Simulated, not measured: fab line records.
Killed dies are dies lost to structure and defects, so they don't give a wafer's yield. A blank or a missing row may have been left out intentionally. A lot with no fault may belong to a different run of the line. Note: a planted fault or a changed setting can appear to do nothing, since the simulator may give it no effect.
Struck lot and sound lot, side by side || flow nand-harc || 15 out of 1159 route steps
Sound: these wafers, L491.1, L491.3, L491.4. The struck wafers were L499.2, L499.4, L499.5. The cause comes at the end.
For every step that has rows: the tool of each side, followed by ch and its chambers, followed by its first start. Under that, the readings that differ: sound wafers || struck wafers || difference of the means || sigmas: that difference in standard deviations of wafers without a fault.
alike: words and numbers the same on both sides, and readings whose means are apart by under 2 such deviations; not compared: readings that were withheld, readings missing a value for some wafer, numbers with overlapping values and no deviation given by the record, and bounds like >300 which may hide the same value.
The two part at a step that has a row with sigmas, a row that says differs or no value, or rows on one side only. Numbers that have no deviation but don't overlap get no sigmas and don't part them. A reading missing from all wafers of one side parts the sides only when that side holds two or more wafers.

first, 8 steps without rows for these wafers: NHARC_A_ZERO_WELL_HMDS_03 (time 30 s); NHARC_A_ZERO_WELL_COAT_18 (time 65 s); NHARC_A_ZERO_WELL_COAT_04 (resist thk 600 nm); NHARC_A_ZERO_WELL_SOFTBAKE_05 (time 70 s); NHARC_A_ZERO_WELL_EBR_06; NHARC_A_ZERO_WELL_EXPOSE_07 (exposes mask A ZERO); NHARC_A_ZERO_WELL_PEB_08 (peb time 80 s); NHARC_A_ZERO_WELL_DEVELOP_09 (time 50 s).
NHARC_A_ZERO_WELL_CD_MEAS_10: the cd target is 2000 nm.
  sound on cd-sem-02 ch 0, day 7 05:28; struck on cd-sem-01 ch 0, day 9 20:34
  alike: cd-nm
then, 1 step without rows for these wafers: NHARC_A_ZERO_WELL_HARDBAKE_11 (time 65 s).
NHARC_A_ZERO_WELL_DESCUM_12: chemistry O2, time 3 s.
  sound on rie-diel-02 ch 0,1,3, day 7 05:38; struck on rie-diel-02 ch 0,1, day 9 20:44
{"reading": "chamber-pressure-mTorr (mTorr)", "sound": "60.01 60.09 60.06", "struck": "59.98 59.83 60.00", "difference": -0.12, "sigmas": -2}
  alike: drypump-motor-current-A, o2-flow-sccm, oes-product-au, rf-vpp-V, showerhead-plenum-p-Torr, throttle-valve-pct
  not compared: rf-hours-counter-h
NHARC_A_ZERO_WELL_ETCH_19: etches the open film in N2/H2, target depth 80 nm, overetch 24 nm, time 87.88 s.
  sound on rie-diel-02 ch 1,2,3, day 7 05:43; struck on rie-diel-02 ch 2,3, day 9 20:49
  alike: bias-w, chamber-pressure-mTorr, drypump-motor-current-A, oes-product-au, rf-vpp-V, showerhead-plenum-p-Torr, throttle-valve-pct
  not compared: rf-hours-counter-h
NHARC_A_ZERO_WELL_ETCH_13: etches the open film in HBr/Cl2, target depth 120 nm, time 40.1 s.
  sound on rie-si-04 ch 1,2,3, day 7 05:50; struck on rie-si-04 ch 0,1, day 9 20:56
  no value came back on the struck wafers for any of 8 readings (bias-w (W), chamber-pressure-mTorr (mTorr) and others); on the sound wafers bias-w (W) reads 100.29 100.14 99.73
then, 1 step without rows for these wafers: NHARC_A_ZERO_WELL_STRIP_14 (strips in SPM, time 900 s).
-- jump in the record: it breaks off in module A_ZERO_WELL and resumes in module END (first step shown: number 1159 of the route), and 13 days separate the struck wafers' starts before and after --
NHARC_END_SORT_01:
  sound on prober-02 ch 0, day 19 18:25; struck on prober-01 ch 0, day 22 23:05
{"reading": "hold", "sound": "- - -", "struck": "await-dispo/2.0h/scrap await-dispo/2.0h/scrap await-dispo/2.0h/scrap", "difference": "no value on the sound wafers", "sigmas": ""}
{"reading": "killed-at-array", "sound": "31 26 25", "struck": "675 676 673", "difference": "+647", "sigmas": "+65"}
{"reading": "killed-dies", "sound": "34 27 30", "struck": "677 677 677", "difference": "+647", "sigmas": "+67"}
  alike: killed-at-other, killed-at-periphery, killed-open, killed-short

== WHERE THEY PART ==
Last at NHARC_END_SORT_01 as far as this record goes, first at NHARC_A_ZERO_WELL_DESCUM_12.

WHY: the cause the simulator had injected
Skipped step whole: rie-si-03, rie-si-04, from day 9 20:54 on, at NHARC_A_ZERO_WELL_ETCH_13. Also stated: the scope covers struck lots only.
